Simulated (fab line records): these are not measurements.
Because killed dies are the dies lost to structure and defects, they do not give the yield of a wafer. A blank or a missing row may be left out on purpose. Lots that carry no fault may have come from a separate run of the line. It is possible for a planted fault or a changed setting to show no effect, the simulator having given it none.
fab line records -- flow nandHarc
record: lots: 12, wafers: 36, lastDay: 33
route steps=1302 shown A_CHANNEL_HOLE_D2@592 A_CHANNEL_FILL_D2@612 END@1302
lots untouched by any fault: they come from a run of this same line in which no faults occurred
startH: hours from the record's opening day to when the first of the lot's shown wafers began -- waitH: how many hours have passed since the lot's step before this one -- " identical to the entry in the row above -- L1.1+2: a row that stands for several wafers -- - no value present, or no start provided -- * or withheld: withheld -- < > ~ a bound
route shown NAME@n: a module of which the file shows steps, and the number in the route of the first -- usual: mean/standard deviation of fault-free wafers -- same: alike in all rows -- chamber/n: place in a boat -- sites: per-site readings -- _std_site: how widely they spread, as a standard deviation -- _edge_site: the outer-site mean with the inner-site mean subtracted -- radiusMm: for every site, how far away it sits from the centre of the wafer -- mask NAME#n: copy n -- behind: the tool/chamber that last shaped the wafer -- hold: cause of the lot's hold/its duration in hours/its outcome -- device: which transistor (n, p or np) failed to switch -- end of line: the route-end tests of the same wafers -- a step with no rows: only its recipe -- killed: at the first sort, the dies lost to defects and structure; wafer yield is something else -- map: per-die view of a wafer (x killed, . not killed, _ where there is no die)
set.NAME: setting as actually run; set.NAME@STEP: the setting as run at that earlier step -- model.NAME: the simulator's own value behind a step, which no gauge read
one table for each step of the route and one row for each wafer, over a sample of lots
services: when a tool's chamber went out of use (startH, in hours from the record's first day, below 0 if earlier), for how many hours, and the reason
== steps ==
step: NHARC_A_CHANNEL_HOLE_D2_ETCH_20
recipe: biasV: 3000, sourceW: withheld, pressureMtorr: 20, timeS: 361.9, arFlowSccm: 375, c4f8FlowSccm: 89.3, o2FlowSccm: 35.7, tempC: -20, targetDepthA: 16000, chemistry: C4F8/O2/Ar
usual: drypumpMotorCurrentA: 6.0/0.42, showerheadPlenumPTorr: 3.73/0.11, throttleValvePct: 32.155/0.0088
same: timeS: 361.9
lot.wafer,tool,chamber,startH,waitH,drypumpMotorCurrentA,rfHoursCounterH,showerheadPlenumPTorr,throttleValvePct
L324.2,harEtch-02,0,281.66,0.1,5.9,353,3.61,32.141
L324.1,harEtch-02,1,281.66,0.1,6.4,353,3.74,32.150
L324.4,harEtch-02,0,281.66,0.1,5.8,-,3.61,32.153
L325.1,harEtch-01,1,299.72,0.1,6.4,153,3.85,32.158
L325.3,harEtch-01,1,299.72,0.1,6.5,-,3.85,32.154
L325.6,harEtch-01,0,299.72,0.1,5.4,-,3.66,32.157
L327.4,harEtch-01,0,319.60,0.2,5.4,-,3.65,32.151
L327.5,harEtch-01,0,319.60,0.2,5.4,-,3.65,32.142
L327.6,harEtch-01,1,319.60,0.2,6.4,-,3.84,32.138
L326.1,harEtch-02,0,320.95,0.1,5.9,376,3.60,32.148
L326.4,harEtch-02,0,320.95,0.1,5.8,-,3.59,32.155
L326.5,harEtch-02,1,320.95,0.1,6.4,-,3.72,32.152
L330.2,harEtch-01,1,342.72,0.1,6.3,176,3.83,32.157
L330.3,harEtch-01,1,342.72,0.1,6.4,-,3.83,32.148
L330.5,harEtch-01,1,342.72,0.1,6.4,-,3.83,32.142
L334.1,harEtch-02,1,398.80,0.1,6.4,0,3.70,32.153
L334.5,harEtch-02,1,398.80,0.1,6.4,-,3.70,32.162
L334.6,harEtch-02,0,398.80,0.1,5.9,-,3.93,32.155
L335.1,harEtch-01,0,401.94,0.1,5.4,217,3.62,32.146
L335.3,harEtch-01,0,401.94,0.1,5.4,-,3.62,32.157
L335.4,harEtch-01,1,401.94,0.1,6.4,-,3.81,32.150
L342.2,harEtch-02,1,466.93,0.1,6.4,38,3.68,32.172
L342.4,harEtch-02,0,466.93,0.1,5.9,-,3.91,32.167
L342.6,harEtch-02,0,466.93,0.1,5.8,-,3.91,32.151
L343.1,harEtch-01,0,491.03,0.1,5.4,259,3.60,32.151
L343.2,harEtch-01,1,491.03,0.1,6.3,259,3.79,32.170
L343.5,harEtch-01,0,491.03,0.1,5.4,-,3.60,32.148
L344.1,harEtch-02,0,491.85,0.1,5.8,46,3.91,32.162
L344.4,harEtch-02,0,491.85,0.1,5.8,-,3.91,32.172
L344.5,harEtch-02,0,491.85,0.1,5.8,-,3.91,32.152
L346.2,harEtch-01,0,512.45,0.1,5.4,271,3.60,32.151
L346.4,harEtch-01,0,512.45,0.1,5.4,-,3.59,32.155
L346.6,harEtch-01,1,512.45,0.1,6.4,-,3.78,32.150
L347.2,harEtch-02,1,512.63,0.1,6.3,57,3.67,32.161
L347.4,harEtch-02,1,512.63,0.1,6.4,-,3.67,32.150
L347.6,harEtch-02,0,512.63,0.1,5.9,-,3.90,32.163
step: NHARC_A_CHANNEL_HOLE_D2_ETCH_25
recipe: biasV: 5000, sourceW: withheld, pressureMtorr: 20, timeS: 1040.2, arFlowSccm: 375, c4f8FlowSccm: 93.8, o2FlowSccm: 31.2, tempC: -20, targetDepthA: 15000, chemistry: C4F8/O2/Ar
usual: drypumpMotorCurrentA: 6.0/0.43, showerheadPlenumPTorr: 3.73/0.11, throttleValvePct: 32.235/0.0097
same: timeS: 1040.2
lot.wafer,tool,chamber,startH,waitH,drypumpMotorCurrentA,rfHoursCounterH,showerheadPlenumPTorr,throttleValvePct
L324.2,harEtch-02,0,284.41,0.6,5.8,355,3.60,32.253
L324.1,harEtch-02,1,284.41,0.6,6.4,355,3.73,32.218
L324.4,harEtch-02,0,284.41,0.6,5.9,-,3.60,32.231
L325.1,harEtch-01,1,302.59,0.7,6.4,155,3.84,32.245
L325.3,harEtch-01,1,302.59,0.7,6.4,-,3.84,32.236
L325.6,harEtch-01,0,302.59,0.7,5.4,-,3.65,32.248
L327.4,harEtch-01,0,322.58,0.7,5.4,-,3.65,32.237
L327.5,harEtch-01,0,322.58,0.7,5.4,-,3.65,32.259
L327.6,harEtch-01,1,322.58,0.7,6.4,-,3.84,32.234
L326.1,harEtch-02,0,323.81,0.7,5.9,378,3.59,32.246
L326.4,harEtch-02,0,323.81,0.7,5.9,-,3.59,32.230
L326.5,harEtch-02,1,323.81,0.7,6.4,-,3.72,32.227
L330.2,harEtch-01,1,345.51,0.6,6.5,178,3.83,32.242
L330.3,harEtch-01,1,345.51,0.6,6.5,-,3.83,32.253
L330.5,harEtch-01,1,345.51,0.6,6.5,-,3.83,32.240
L334.1,harEtch-02,1,401.61,0.7,6.4,3,3.70,32.248
L334.5,harEtch-02,1,401.61,0.7,6.4,-,3.70,32.228
L334.6,harEtch-02,0,401.61,0.7,5.9,-,3.93,32.232
L335.1,harEtch-01,0,404.73,0.6,5.4,220,3.62,32.238
L335.3,harEtch-01,0,404.73,0.6,5.4,-,3.62,32.225
L335.4,harEtch-01,1,404.73,0.6,6.4,-,3.80,32.244
L342.2,harEtch-02,1,469.73,0.6,6.4,41,3.68,32.205
L342.4,harEtch-02,0,469.73,0.6,5.9,-,3.90,32.222
L342.6,harEtch-02,0,469.73,0.6,5.8,-,3.90,32.227
L343.1,harEtch-01,0,493.81,0.6,5.4,262,3.60,32.236
L343.2,harEtch-01,1,493.81,0.6,6.4,262,3.78,32.247
L343.5,harEtch-01,0,493.81,0.6,5.4,-,3.59,32.232
L344.1,harEtch-02,0,494.73,0.7,5.8,49,3.90,32.232
L344.4,harEtch-02,0,494.73,0.7,5.9,-,3.90,32.230
L344.5,harEtch-02,0,494.73,0.7,5.9,-,3.90,32.222
L346.2,harEtch-01,0,515.24,0.6,5.4,273,3.59,32.231
L346.4,harEtch-01,0,515.24,0.6,5.4,-,3.59,32.244
L346.6,harEtch-01,1,515.24,0.6,6.4,-,3.77,32.248
L347.2,harEtch-02,1,515.40,0.6,6.4,60,3.67,32.229
L347.4,harEtch-02,1,515.40,0.6,6.4,-,3.67,32.238
L347.6,harEtch-02,0,515.40,0.6,5.9,-,3.89,32.225
step: NHARC_A_CHANNEL_FILL_D2_ALD_02
recipe: targetThkA: 60, pulseTimeS: 10, aldCycles: 60, tempC: 300, material: SiO2
usual: heaterPowerOuterW: 259/31, heaterPowerW: 470/57, precursorPulseHeightRel: 0.999/0.02, susceptorTempC: 299.99/0.2
lot.wafer,tool,chamber,startH,waitH,heaterPowerOuterW,heaterPowerW,precursorPulseHeightRel,susceptorTempC
L324.4,aldHk-04,1,287.44,-,217,426,0.950,300.41
L324.2,aldHk-04,2,287.44,-,228,380,1.013,300.11
L324.1,aldHk-04,0,287.44,-,300,548,0.991,300.15
L325.1,aldHk-03,2,305.74,-,285,493,1.010,299.94
L325.3,aldHk-03,3,305.74,-,270,447,0.977,300.08
L325.6,aldHk-03,1,305.74,-,239,445,1.009,300.00
L327.4,aldHk-01,1,325.36,-,248,472,0.994,299.80
L327.5,aldHk-01,0,325.36,-,258,467,1.019,300.02
L327.6,aldHk-01,1,325.36,-,256,475,1.012,299.74
L326.4,aldHk-01,1,326.74,-,252,463,0.992,299.69
L326.1,aldHk-01,2,326.74,-,284,526,0.973,300.47
L326.5,aldHk-01,0,326.74,-,255,468,1.026,299.70
L330.3,aldHk-03,0,348.80,-,296,568,0.995,299.97
L330.2,aldHk-03,1,348.80,-,248,435,1.008,299.84
L330.5,aldHk-03,0,348.80,-,305,556,1.036,299.89
L334.1,aldHk-04,2,404.62,-,223,384,1.008,299.87
L334.5,aldHk-04,2,404.62,-,229,398,1.006,299.60
L334.6,aldHk-04,3,404.62,-,286,506,0.980,300.03
L335.4,aldHk-01,1,407.74,-,244,471,1.012,299.92
L335.1,aldHk-01,2,407.74,-,273,516,1.025,300.02
L335.3,aldHk-01,0,407.74,-,263,473,0.983,300.20
L342.4,aldHk-03,2,472.70,-,274,509,1.001,300.50
L342.2,aldHk-03,0,472.70,-,317,608,0.963,300.00
L342.6,aldHk-03,2,472.70,-,278,502,1.025,299.98
L343.2,aldHk-01,0,496.97,-,275,495,0.954,300.16
L343.1,aldHk-01,1,496.97,-,261,487,0.996,299.90
L343.5,aldHk-01,0,496.97,-,272,499,0.991,299.96
L344.4,aldHk-01,1,497.65,-,254,476,1.019,-
L344.1,aldHk-01,3,497.65,-,213,377,0.948,-
L344.5,aldHk-01,0,497.65,-,278,497,1.017,-
L346.4,aldHk-01,1,518.34,-,255,473,1.011,299.75
L346.2,aldHk-01,3,518.34,-,214,372,0.992,299.87
L346.6,aldHk-01,1,518.34,-,254,470,0.991,299.90
L347.2,aldHk-04,0,518.42,-,294,530,1.012,299.72
L347.4,aldHk-04,3,518.42,-,270,499,1.013,300.49
L347.6,aldHk-04,0,518.42,-,292,544,0.990,300.15
step: NHARC_A_CHANNEL_FILL_D2_ALD_15
recipe: targetThkA: 20, pulseTimeS: 60, aldCycles: 19, tempC: 630, pressureTorr: 2, material: SiNx
usual: precursorPulseHeightRel: 1.000/0.021, susceptorTempC: 630.1/0.31
lot.wafer,tool,chamber,startH,waitH,precursorPulseHeightRel,susceptorTempC
L324.1,aldSinBatch-03,0,297.56,-,0.997,630.8
L324.2,aldSinBatch-03,0,297.56,-,0.992,630.2
L324.4,aldSinBatch-03,0,297.56,-,0.980,630.4
L325.1,aldSinBatch-02,0,316.67,-,1.021,630.4
L325.3,aldSinBatch-02,0,316.67,-,0.973,630.1
L325.6,aldSinBatch-02,0,316.67,-,0.976,630.5
L326.1,aldSinBatch-01,0,335.49,-,1.006,-
L326.4,aldSinBatch-01,0,335.49,-,0.994,-
L326.5,aldSinBatch-01,0,335.49,-,1.031,-
L327.4,aldSinBatch-01,0,335.49,-,0.969,-
L327.5,aldSinBatch-01,0,335.49,-,1.026,-
L327.6,aldSinBatch-01,0,335.49,-,0.984,-
L330.2,aldSinBatch-01,0,358.87,-,1.022,-
L330.3,aldSinBatch-01,0,358.87,-,0.950,-
L330.5,aldSinBatch-01,0,358.87,-,1.001,-
L334.1,aldSinBatch-02,0,416.58,-,0.979,604.2
L334.5,aldSinBatch-02,0,416.58,-,1.011,604.0
L334.6,aldSinBatch-02,0,416.58,-,0.989,604.3
L335.1,aldSinBatch-02,0,416.58,-,1.007,604.0
L335.3,aldSinBatch-02,0,416.58,-,0.993,603.9
L335.4,aldSinBatch-02,0,416.58,-,1.028,604.0
L342.2,aldSinBatch-01,0,484.96,-,0.969,-
L342.4,aldSinBatch-01,0,484.96,-,0.995,-
L342.6,aldSinBatch-01,0,484.96,-,0.984,-
L343.1,aldSinBatch-02,0,507.12,-,0.984,630.4
L343.2,aldSinBatch-02,0,507.12,-,1.017,630.2
L343.5,aldSinBatch-02,0,507.12,-,1.053,630.9
L344.1,aldSinBatch-02,0,507.12,-,1.004,630.0
L344.4,aldSinBatch-02,0,507.12,-,1.012,630.2
L344.5,aldSinBatch-02,0,507.12,-,1.002,630.3
L346.2,aldSinBatch-02,0,528.41,-,1.013,-
L346.4,aldSinBatch-02,0,528.41,-,0.985,-
L346.6,aldSinBatch-02,0,528.41,-,0.981,-
L347.2,aldSinBatch-02,0,528.41,-,0.978,-
L347.4,aldSinBatch-02,0,528.41,-,0.962,-
L347.6,aldSinBatch-02,0,528.41,-,1.007,-
step: NHARC_END_SORT_01
recipe: tempC: 25
usual: killedAtArray: 56/20, killedAtOther: 1/1.3, killedAtPeriphery: 3.5/2.7, killedDies: 60/20, killedOpen: 3.3/1.6, killedShort: 2.4/1.5
same: grossDies: 677
lot.wafer,tool,chamber,startH,waitH,killedAtArray,killedAtOther,killedAtPeriphery,killedDies,killedOpen,killedShort
L327.4,prober-01,0,582.57,3.5,44,0,2,46,4,3
L327.5,prober-01,0,583.38,3.8,52,1,2,55,4,3
L327.6,prober-01,0,584.20,4.1,34,1,3,38,3,1
L334.1,prober-02,0,655.26,2.5,52,2,1,55,6,2
L334.5,prober-02,0,658.48,3.7,58,5,6,69,5,2
L334.6,prober-02,0,659.29,4.0,42,0,2,44,4,2
L343.1,prober-01,0,748.67,2.5,75,2,6,83,4,2
L343.2,prober-01,0,749.48,2.8,73,4,4,81,0,1
L343.5,prober-01,0,751.89,3.7,80,1,0,81,3,2
killed by level:class
L327.4 A_CHANNEL_HOLE_D1:chamberFilmFlake=21 A_CHANNEL_HOLE_D2:chamberFilmFlake=9 A_CONTACT:chamberFilmFlake=6 A_ONON_D2:geometricParticle:short=2 P_M1:geometricParticle:short=1 A_ONON_D1:geometricParticle:open=1 A_DECK1_JOINT:geometricParticle:open=1 A_CHANNEL_HOLE_D2:geometricParticle:open=1
L327.5 A_CHANNEL_HOLE_D1:chamberFilmFlake=36 A_CHANNEL_HOLE_D2:chamberFilmFlake=8 A_CONTACT:chamberFilmFlake=3 A_SGD_CUT:geometricParticle:open=2 P_M0:geometricParticle:open=1 A_ONON_D1:geometricParticle:short=1 A_DECK1_JOINT:geometricParticle:short=1 A_M0:geometricParticle:open=1
L327.6 A_CHANNEL_HOLE_D1:chamberFilmFlake=17 A_CHANNEL_HOLE_D2:chamberFilmFlake=8 A_CONTACT:chamberFilmFlake=4 P_M0:geometricParticle:open=1 A_ONON_D1:geometricParticle:open=1 A_DECK1_JOINT:geometricParticle:open=1 STARTING-WAFER:geometricParticle:short=1 P_ZERO_WELL:chamberFilmFlake=1
L334.1 A_SLIT:chamberFilmFlake=35 A_CHANNEL_HOLE_D2:chamberFilmFlake=4 A_CHANNEL_HOLE_D1:chamberFilmFlake=2 A_CHANNEL_HOLE_D2:unspecified=2 A_ONON_D1:geometricParticle:open=1 A_CHANNEL_FILL_D1:geometricParticle:open=1 A_CHANNEL_FILL_D1:geometricParticle:short=1 A_DECK1_JOINT:geometricParticle:open=1
L334.5 A_SLIT:chamberFilmFlake=31 A_CHANNEL_HOLE_D2:chamberFilmFlake=6 A_DECK1_JOINT:chamberFilmFlake=4 A_CONTACT:chamberFilmFlake=4 THIN_TSV:chamberFilmFlake=4 A_CHANNEL_HOLE_D1:chamberFilmFlake=3 P_M0:geometricParticle:open=2 P_M1:geometricParticle:open=2
L334.6 A_SLIT:chamberFilmFlake=27 A_CHANNEL_HOLE_D1:chamberFilmFlake=4 A_WL_FILL:geometricParticle:open=2 A_ZERO_WELL:chamberFilmFlake=2 P_M0:geometricParticle:open=1 A_CHANNEL_FILL_D1:geometricParticle:open=1 A_CHANNEL_FILL_D1:geometricParticle:short=1 A_DECK1_JOINT:geometricParticle:short=1
L343.1 A_SLIT:chamberFilmFlake=30 A_CHANNEL_HOLE_D2:chamberFilmFlake=18 A_CHANNEL_HOLE_D1:chamberFilmFlake=14 A_CONTACT:chamberFilmFlake=5 A_CHANNEL_FILL_D1:chamberFilmFlake=3 P_M0:geometricParticle:open=2 P_GATE:chamberFilmFlake=2 THIN_TSV:chamberFilmFlake=2
L343.2 A_SLIT:chamberFilmFlake=31 A_CHANNEL_HOLE_D2:chamberFilmFlake=22 A_CHANNEL_HOLE_D1:chamberFilmFlake=11 A_CONTACT:chamberFilmFlake=6 THIN_TSV:chamberFilmFlake=4 A_WL_FILL:chamberFilmFlake=2 P_M0:geometricParticle:short=1 P_ZERO_WELL:chamberFilmFlake=1
L343.5 A_SLIT:chamberFilmFlake=36 A_CHANNEL_HOLE_D2:chamberFilmFlake=21 A_CHANNEL_HOLE_D1:chamberFilmFlake=8 A_CONTACT:chamberFilmFlake=4 A_DECK1_JOINT:geometricParticle:short=2 A_CHANNEL_FILL_D1:chamberFilmFlake=2 A_BONDPAD:chamberFilmFlake=2 A_ONON_D1:geometricParticle:open=1
== services ==
tool,chamber,startH,hours,kind
aldSinBatch-02,-,266.90,26.0,pm
aldHk-01,-,272.87,2.3,repair
aldHk-01,-,299.92,10.0,pm
aldHk-01,0,299.92,10.0,ventCycle
aldHk-01,1,299.92,10.0,ventCycle
aldHk-01,2,299.92,10.0,ventCycle
aldHk-01,-,322.13,2.1,repair
harEtch-01,-,353.53,1.2,repair
aldHk-04,-,366.28,2.0,repair
harEtch-02,-,367.14,1.8,repair
harEtch-02,-,381.69,17.0,pm
harEtch-02,0,381.69,17.0,ventCycle
harEtch-02,1,381.69,17.0,ventCycle
aldHk-03,-,394.74,10.0,pm
harEtch-02,0,398.69,-,clean
harEtch-02,0,398.69,-,consumableReplace:focusRing
harEtch-02,0,398.69,-,consumableReplace:showerhead
harEtch-02,1,398.69,-,clean
harEtch-02,1,398.69,-,consumableReplace:focusRing
aldSinBatch-01,-,404.89,12.8,repair
aldHk-04,-,432.14,10.0,pm
aldSinBatch-02,-,439.54,3.1,repair
aldHk-01,-,477.92,10.0,pm
aldSinBatch-01,-,506.00,26.0,pm
== key ==
firstSign: step: NHARC_A_CHANNEL_FILL_D2_ALD_15, reading: susceptorTempC, direction: down, sigmas: 85, usual: *, struck: *
effect none on later readings
metAt NHARC_A_CHANNEL_FILL_D2_ALD_15
struckLots L334,L335
testerLeftOut L334,L335
notActingAt NHARC_A_CHANNEL_HOLE_D2_ETCH_20,NHARC_A_CHANNEL_HOLE_D2_ETCH_25,NHARC_A_CHANNEL_FILL_D2_ALD_02
onsetBetween 316.67 416.58
fault: kind: processParameterDrift, tool: aldSinBatch-02, chamber: -, onsetH: 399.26, steps: NHARC_A_CHANNEL_FILL_D2_ALD_15, channel: tempC, offset: *, shape: step, endH: 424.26, actsIn: *, stated: *
testerLeftOut: of these lots the tester's yield and bins aren't shown, on N5 and GAA mostly nor the transistor test; their killed dies are dies lost to structure and defects alone, not to doping, threshold or leakage, so they don't give the yield
